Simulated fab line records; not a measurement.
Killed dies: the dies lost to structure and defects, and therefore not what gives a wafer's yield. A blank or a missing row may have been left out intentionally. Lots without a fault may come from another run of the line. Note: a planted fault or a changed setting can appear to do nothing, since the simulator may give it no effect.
fab line records | flow n5_finfet
[record] lots = 6 | wafers = 18 | last_day = 18
route steps=1938 shown BEOL_M5@1179
lots that met no fault: from a run of the same line without faults
start_h: start of the lot's first displayed wafer, in hours after the record's first day | wait_h: hours from the lot's prior step to this one | " unchanged from the row above | L1.1+2: a single row standing in for several wafers | - either no value or no given start | * or withheld: withheld | < > ~ a bound
route shown NAME@n: NAME is a module with steps in the file, n the number in the route of the first one | usual: mean/standard deviation of fault-free wafers | same: alike in all rows | chamber/n: place in a boat | sites: each site's reading | _std_site: the standard deviation of these | _edge_site: the outer-site mean with the inner-site mean subtracted | radius_mm: for every site, how far away it sits from the centre of the wafer | mask NAME#n: copy n | behind: the last tool/chamber to shape the wafer | hold: cause of the lot's hold/its duration in hours/its outcome | device: transistor that didn't switch, given as n, p or np | end of line: tests run on the same wafers once the route is complete | a step given without rows: its recipe and nothing more | killed: at the first sort, the dies lost to defects and structure; wafer yield is something else | map: shows each die of a wafer: x if killed, . if not, _ if none is there
set.NAME: the setting as run; set.NAME@STEP: as run at that earlier step | model.NAME: the simulator's own value behind a step, which no gauge read
lots at selected steps of the route; one table per step, one row per wafer
services: from which hour (start_h, from the record's first day; less than 0 if before it) a tool's chamber was out of use, for how many hours, and why
[[steps]]
[step N5_BEOL_M5_SPUTTER_83]
[recipe] material = Cu | target_thk_a = 150 | temp_c = -20 | chamber_pressure_pa = 0.07 | power_w = withheld | time_s = 27.62
[step N5_BEOL_M5_ANNEAL_84]
[recipe] temp_c = 400 | time_s = 1800 | ambient = vacuum
[step N5_BEOL_M5_SPUTTER_88]
[recipe] material = Cu | target_thk_a = 150 | temp_c = -20 | chamber_pressure_pa = 0.07 | power_w = withheld | time_s = 27.62
[usual] throttle_valve_pct = 29.7/0.84
lot.wafer | tool           | chamber | start_h | wait_h | throttle_valve_pct
L492.1    | pvd_sputter-02 | -       | 188.64  | 0.5    | 29.3
L492.3    | "              | -       | "       | "      | 30.2
L492.4    | "              | -       | "       | "      | 29.5
L494.2    | pvd_sputter-02 | -       | 193.45  | 0.5    | 29.2
L494.3    | "              | -       | "       | "      | 30.1
L494.6    | "              | -       | "       | "      | 29.3
L502.1    | pvd_sputter-02 | -       | 258.24  | 0.5    | 29.7
L502.5    | "              | -       | "       | "      | 29.5
L502.6    | "              | -       | "       | "      | 30.3
L506.2    | pvd_sputter-03 | -       | 270.61  | 0.5    | 29.2
L506.3    | "              | -       | "       | "      | 28.4
L506.6    | "              | -       | "       | "      | 29.2
L509.1    | pvd_sputter-02 | -       | 293.08  | 0.5    | 30.2
L509.3    | "              | -       | "       | "      | 29.1
L509.6    | "              | -       | "       | "      | 30.6
L508.1    | pvd_sputter-02 | -       | 331.91  | 0.5    | 30.3
L508.2    | "              | -       | "       | "      | 29.5
L508.6    | "              | -       | "       | "      | 28.9
[step N5_BEOL_M5_ANNEAL_89]
[recipe] temp_c = 400 | time_s = 1800 | ambient = vacuum
[usual] heater_power_w = 816/100
lot.wafer | tool           | chamber | start_h | wait_h | heater_power_w
L492.1    | pvd_sputter-02 | -       | 188.72  | 0.0    | 761
L492.3    | "              | -       | "       | "      | 787
L492.4    | "              | -       | "       | "      | 1053
L494.2    | pvd_sputter-02 | -       | 193.53  | 0.0    | 744
L494.3    | "              | -       | "       | "      | 787
L494.6    | "              | -       | "       | "      | 755
L502.1    | pvd_sputter-02 | -       | 258.32  | 0.0    | 1058
L502.5    | "              | -       | "       | "      | 1055
L502.6    | "              | -       | "       | "      | 786
L506.2    | pvd_sputter-03 | -       | 270.69  | 0.0    | 831
L506.3    | "              | -       | "       | "      | 682
L506.6    | "              | -       | "       | "      | 820
L509.1    | pvd_sputter-02 | -       | 293.16  | 0.0    | 789
L509.3    | "              | -       | "       | "      | 763
L509.6    | "              | -       | "       | "      | 771
L508.1    | pvd_sputter-02 | -       | 331.99  | 0.0    | 770
L508.2    | "              | -       | "       | "      | 1043
L508.6    | "              | -       | "       | "      | 734
[step N5_BEOL_M5_SPUTTER_90]
[recipe] material = Cu | target_thk_a = 45 | temp_c = -20 | chamber_pressure_pa = 0.07 | power_w = withheld | time_s = 8.29
[usual] throttle_valve_pct = 29.7/0.81
lot.wafer | tool           | chamber | start_h | wait_h | throttle_valve_pct
L492.1    | pvd_sputter-02 | -       | 189.73  | 0.5    | 29.3
L492.3    | "              | -       | "       | "      | 30.3
L492.4    | "              | -       | "       | "      | 29.5
L494.2    | pvd_sputter-02 | -       | 194.53  | 0.5    | 29.0
L494.3    | "              | -       | "       | "      | 30.6
L494.6    | "              | -       | "       | "      | 28.8
L502.1    | pvd_sputter-02 | -       | 259.33  | 0.5    | 29.5
L502.5    | "              | -       | "       | "      | 29.6
L502.6    | "              | -       | "       | "      | 30.3
L506.2    | pvd_sputter-03 | -       | 271.70  | 0.5    | 29.3
L506.3    | "              | -       | "       | "      | 28.5
L506.6    | "              | -       | "       | "      | 29.2
L509.1    | pvd_sputter-02 | -       | 294.17  | 0.5    | 30.3
L509.3    | "              | -       | "       | "      | 29.2
L509.6    | "              | -       | "       | "      | 30.4
L508.1    | pvd_sputter-02 | -       | 333.00  | 0.5    | 30.5
L508.2    | "              | -       | "       | "      | 29.4
L508.6    | "              | -       | "       | "      | 29.0
[step N5_BEOL_M5_ECD_50]
[recipe] material = Cu | target_thk_a = 3000
[step N5_BEOL_M5_ANNEAL_51]
[recipe] temp_c = 225 | time_s = 90 | ambient = N2
[step N5_BEOL_M5_CMP_52]
[recipe] stop_on = SiCOH_lowk | t_overpolish_s = 6.9 | down_force_psi = 1 | platen_rpm = 50 | clearing_platen_down_force_psi = 1.5 | clearing_platen_rpm = 50 | post_cmp_clean = cu_alkaline | target_thk_nm = 62 | clearing_platen_pad_velocity_m_s = 0.99484 | pad_velocity_m_s = 0.99484
[usual] barrier_field_endpoint_s = 24.8/0.66 | motor_current_A = 6.1/0.53 | overpolish_run_s = 6.901/0.0088 | time_to_endpoint_s = 61.7/2.9
lot.wafer | tool   | chamber | start_h | wait_h | barrier_field_endpoint_s | motor_current_A | overpolish_run_s | time_to_endpoint_s
L492.3    | cmp-02 | 2       | 190.40  | 0.2    | 24.4                     | 6.3             | 6.893            | 58.2
L492.1    | "      | 3       | "       | "      | 24.0                     | 5.9             | 6.896            | 57.6
L492.4    | "      | 0       | "       | "      | 24.9                     | 5.9             | 6.906            | 59.2
L494.3    | cmp-02 | 2       | 195.03  | 0.2    | 26.0                     | 6.2             | 6.908            | 67.3
L494.2    | "      | 3       | "       | "      | 24.9                     | 5.8             | 6.929            | 59.3
L494.6    | "      | 2       | "       | "      | 25.4                     | 5.9             | 6.900            | 63.4
L502.1    | cmp-04 | 0       | 260.03  | 0.4    | 25.2                     | 6.8             | 6.915            | 65.0
L502.5    | "      | 1       | "       | "      | 26.0                     | 5.6             | 6.902            | 65.2
L502.6    | "      | 2       | "       | "      | 24.7                     | 7.0             | 6.905            | 62.4
L506.3    | cmp-04 | 1       | 272.28  | 0.2    | 25.0                     | 5.5             | 6.897            | 66.9
L506.2    | "      | 2       | "       | "      | 24.2                     | 7.2             | 6.899            | 62.8
L506.6    | "      | 3       | "       | "      | 24.1                     | 5.7             | 6.882            | 63.6
L509.3    | cmp-03 | 1       | 294.68  | 0.2    | 25.3                     | 6.6             | 6.897            | 66.4
L509.1    | "      | 2       | "       | "      | 25.4                     | 6.1             | 6.901            | 63.4
L509.6    | "      | 1       | "       | "      | 25.3                     | 6.5             | 6.894            | 62.4
L508.2    | cmp-02 | 1       | 333.57  | 0.3    | 25.3                     | 7.1             | 6.896            | 62.6
L508.1    | "      | 2       | "       | "      | 24.5                     | 6.1             | 6.898            | 62.5
L508.6    | "      | 0       | "       | "      | 24.9                     | 6.1             | 6.882            | 57.1
[step N5_BEOL_M5_THK_MEAS_53]
[recipe] thk_meas_gauge = xrf | reads = Cu_of_BEOL_M5_ECD_50
[usual] M5_THK = 63.6/2.1
lot.wafer | tool          | chamber | start_h | wait_h | M5_THK[nm]
L492.1    | film_metro-01 | -       | 190.66  | -      | 62.9
L492.3    | "             | -       | "       | "      | 62.3
L492.4    | "             | -       | "       | "      | 60.5
L494.2    | film_metro-01 | -       | 195.33  | -      | 60.8
L494.3    | "             | -       | "       | "      | 61.6
L494.6    | "             | -       | "       | "      | 62.6
L502.1    | film_metro-01 | -       | 260.22  | -      | 62.4
L502.5    | "             | -       | "       | "      | 66.8
L502.6    | "             | -       | "       | "      | 60.6
L506.2    | film_metro-01 | -       | 272.50  | -      | 65.7
L506.3    | "             | -       | "       | "      | 63.3
L506.6    | "             | -       | "       | "      | 61.2
L509.1    | film_metro-01 | -       | 294.98  | -      | 66.8
L509.3    | "             | -       | "       | "      | 63.0
L509.6    | "             | -       | "       | "      | 61.1
L508.1    | film_metro-01 | -       | 333.79  | -      | 64.4
L508.2    | "             | -       | "       | "      | 66.5
L508.6    | "             | -       | "       | "      | 62.9
[step N5_BEOL_M5_PRE_CLEAN_77]
[recipe] gas = NH3/H2 | time_s = 15 | temp_c = * | rf_power_w = 300
[step N5_BEOL_M5_CO_CAP_78]
[recipe] material = Co | target_thk_a = 20 | temp_c = 200 | precursor = CCTBA/H2 | pressure_torr = 30 | time_s = 102.1
[usual] heater_power_w = 253/13
lot.wafer | tool      | chamber | start_h | wait_h | heater_power_w
L492.1    | cvd_co-02 | 1       | 190.74  | 0.0    | 246
L492.3    | "         | 0       | "       | "      | 237
L492.4    | "         | 1       | "       | "      | 249
L494.2    | cvd_co-02 | 2       | 195.44  | 0.0    | 260
L494.3    | "         | 1       | "       | "      | 254
L494.6    | "         | 2       | "       | "      | 258
L502.1    | cvd_co-02 | 0       | 260.29  | 0.0    | 246
L502.5    | "         | 1       | "       | "      | 250
L502.6    | "         | 0       | "       | "      | 238
L506.2    | cvd_co-02 | 1       | 272.57  | 0.0    | 246
L506.3    | "         | 0       | "       | "      | 236
L506.6    | "         | 1       | "       | "      | 255
L509.1    | cvd_co-02 | 2       | 295.06  | 0.0    | 252
L509.3    | "         | 1       | "       | "      | 250
L509.6    | "         | 0       | "       | "      | 240
L508.1    | cvd_co-02 | 0       | 333.87  | 0.0    | 240
L508.2    | "         | 1       | "       | "      | 251
L508.6    | "         | 2       | "       | "      | 261
[step N5_BEOL_M5_PRE_CLEAN_55]
[recipe] gas = NH3 | time_s = 15 | temp_c = withheld | rf_power_w = 300
[step N5_BEOL_M5_DEP_56]
[recipe] material = SiCN | target_thk_a = 80 | temp_c = withheld | precursor = 3MS/NH3 | pressure_torr = 3 | rf_w = 202 | time_s = 14
[usual] rf_fwd_power_W = 199.7/0.92 | showerhead_plenum_p_Torr = 3.663/0.0085 | throttle_valve_pct = 8.9/0.58
lot.wafer | tool     | chamber | start_h | wait_h | rf_fwd_power_W | showerhead_plenum_p_Torr | throttle_valve_pct | model.SiCN_of_BEOL_M5_DEP_56.thk_nm
L492.1    | pecvd-02 | 0       | 190.86  | 0.0    | 201.3          | 3.685                    | 8.5                | 8
L492.3    | "        | 1       | "       | "      | 200.7          | 3.672                    | 9.5                | 7.8
L492.4    | "        | 1       | "       | "      | 199.8          | 3.680                    | 9.5                | 8
L494.2    | pecvd-04 | 1       | 195.55  | 0.0    | 199.3          | 3.672                    | 8.4                | 7.8
L494.3    | "        | 0       | "       | "      | 197.9          | 3.656                    | 9.3                | 7.8
L494.6    | "        | 2       | "       | "      | 200.9          | 3.657                    | 8.6                | 8
L502.1    | pecvd-04 | 1       | 260.41  | 0.0    | 199.6          | 3.660                    | 8.9                | 9.4
L502.5    | "        | 2       | "       | "      | 200.6          | 3.650                    | 8.7                | 8
L502.6    | "        | 1       | "       | "      | 198.9          | 3.671                    | 8.5                | 9.6
L506.2    | pecvd-04 | 1       | 272.69  | 0.0    | 199.9          | 3.678                    | 8.9                | 8
L506.3    | "        | 2       | "       | "      | 200.7          | 3.668                    | 9.1                | 9
L506.6    | "        | 2       | "       | "      | 200.5          | 3.657                    | 8.6                | 9.2
L509.1    | pecvd-03 | 0       | 295.17  | 0.0    | 199.4          | 3.662                    | 8.9                | 8
L509.3    | "        | 2       | "       | "      | 199.9          | 3.665                    | 8.0                | 8
L509.6    | "        | 2       | "       | "      | 200.5          | 3.663                    | 8.2                | 8.2
L508.1    | pecvd-03 | 1       | 333.98  | 0.0    | 200.1          | 3.660                    | 9.8                | 7.8
L508.2    | "        | 0       | "       | "      | 198.2          | 3.657                    | 8.8                | 7.8
L508.6    | "        | 0       | "       | "      | 198.5          | 3.661                    | 9.1                | 8
[step N5_BEOL_M5_RS_MEAS_57]
[recipe] thk_meas_gauge = four-point-probe | reads = Co_of_BEOL_M5_CO_CAP_78+Cu_of_BEOL_M5_ECD_50+Co_of_BEOL_M5_CVD_47+TaN_of_BEOL_M5_ALD_86
[usual] M5_RS = 0.391/0.015
lot.wafer | tool          | chamber | start_h | wait_h | M5_RS[ohm/sq]
L492.1    | film_metro-01 | -       | 190.92  | 0.0    | 0.392
L492.3    | "             | -       | "       | "      | 0.397
L492.4    | "             | -       | "       | "      | 0.412
L494.2    | film_metro-02 | -       | 195.62  | 0.1    | 0.413
L494.3    | "             | -       | "       | "      | 0.408
L494.6    | "             | -       | "       | "      | 0.400
L502.1    | film_metro-02 | -       | 260.48  | 0.0    | 0.398
L502.5    | "             | -       | "       | "      | 0.365
L502.6    | "             | -       | "       | "      | 0.410
L506.2    | film_metro-01 | -       | 272.76  | 0.1    | 0.377
L506.3    | "             | -       | "       | "      | 0.394
L506.6    | "             | -       | "       | "      | 0.409
L509.1    | film_metro-01 | -       | 295.24  | 0.0    | 0.365
L509.3    | "             | -       | "       | "      | 0.392
L509.6    | "             | -       | "       | "      | 0.406
L508.1    | film_metro-02 | -       | 334.05  | 0.0    | 0.384
L508.2    | "             | -       | "       | "      | 0.371
L508.6    | "             | -       | "       | "      | 0.399
[[services]]
tool           | chamber | start_h | hours | kind
cmp-03         | -       | 181.03  | 5.0   | pm
pvd_sputter-02 | -       | 205.02  | 2.0   | repair
pecvd-03       | 1       | 218.34  | 4.4   | repair
pecvd-04       | 0       | 223.66  | 2.1   | scheduled_down
cvd_co-02      | -       | 225.15  | 6.0   | pm
cmp-02         | -       | 231.34  | 4.0   | pm
cmp-04         | -       | 233.64  | 1.8   | repair
cmp-02         | -       | 235.34  | -     | consumable_replace:conditioner
cmp-02         | -       | 235.34  | -     | consumable_replace:pad
pecvd-04       | 1       | 235.87  | 5.5   | scheduled_down
pecvd-04       | 2       | 237.47  | 1.8   | repair
pecvd-03       | 1       | 249.05  | 5.5   | scheduled_down
cmp-04         | -       | 258.03  | 0.8   | repair
pecvd-02       | -       | 265.18  | 2.9   | repair
pecvd-02       | -       | 268.09  | 2.8   | pm
pecvd-03       | -       | 273.89  | 2.8   | pm
cmp-03         | -       | 276.92  | 1.5   | repair
pecvd-02       | 2       | 301.28  | 5.5   | scheduled_down
pecvd-02       | 0       | 309.92  | 5.5   | scheduled_down
cmp-02         | -       | 312.55  | 0.3   | repair
pecvd-02       | -       | 323.87  | 14.6  | pm
cmp-04         | -       | 328.23  | 4.0   | pm
cmp-04         | -       | 332.23  | -     | consumable_replace:conditioner
cmp-04         | -       | 332.23  | -     | consumable_replace:pad
[[key]]
first_sign none at tools or gauges
[model_effect] step = N5_BEOL_M5_DEP_56 | value = SiCN_of_BEOL_M5_DEP_56.thk_nm | without = 8 | struck = 9.3
met_at N5_BEOL_M5_DEP_56
struck_wafers L502.1,L502.6,L506.3,L506.6
onset_between 195.55 260.41
[fault] kind = process_parameter_drift | tool = pecvd-04 | chamber = - | onset_h = 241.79 | steps = N5_BEOL_M5_DEP_56 | channel = time_s | offset = * | shape = step | end_h = 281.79 | scope = struck_wafers_only | acts_in = * | stated = *
